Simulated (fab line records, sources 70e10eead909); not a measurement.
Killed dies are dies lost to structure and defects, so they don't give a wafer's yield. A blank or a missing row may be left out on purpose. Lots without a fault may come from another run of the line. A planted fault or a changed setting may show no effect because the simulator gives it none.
Chamber matching | flow nand_harc | NHARC_A_M1_DEP_33 on pecvd-04: 3 sister chambers
The step deposits SiCN, target thk 30 nm. 3 wafers are shown with their chamber, then 7 later ones without.

WAFERS WITH THEIR CHAMBER
wafer  | chamber | heater_power_w (W)
L326.5 | 2       | 788
L339.4 | 1       | 573
L339.5 | 0       | 517

WAFERS WITHOUT THEIR CHAMBER
wafer  | heater_power_w (W)
L339.6 | 631
L337.2 | 507
L337.3 | 580
L337.4 | 707
L340.2 | 468
L340.5 | 732
L340.6 | 480

WHICH CHAMBER EACH WENT THROUGH
wafer  | from the rows above     | in truth
L339.6 | can't be placed: 1 or 0 | 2
L337.2 | can't be placed: 0 or 1 | 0
L337.3 | can't be placed: 1 or 0 | 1
L337.4 | can't be placed: 2 or 1 | 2
L340.2 | can't be placed: 0 or 1 | 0
L340.5 | 2                       | 2
L340.6 | can't be placed: 0 or 1 | 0
Placed correctly: 1 of 7. Can't be placed from these rows: 6 (the true chamber is among the candidates in 5). Placed wrongly: 0.
How it was worked out, from the rows above alone: a wafer's distance from a chamber is the root of the sum, over the readings, of the square of ((its reading less the chamber's mean) divided by the reading's scatter). The wafer belongs to the nearest chamber; if the next one is less than 2 further off, it can't be placed. A chamber's mean is the mean of its shown wafers. The scatter: with one shown wafer a chamber, the root of the mean of the squares of how far each hidden wafer lies from its nearest shown one.
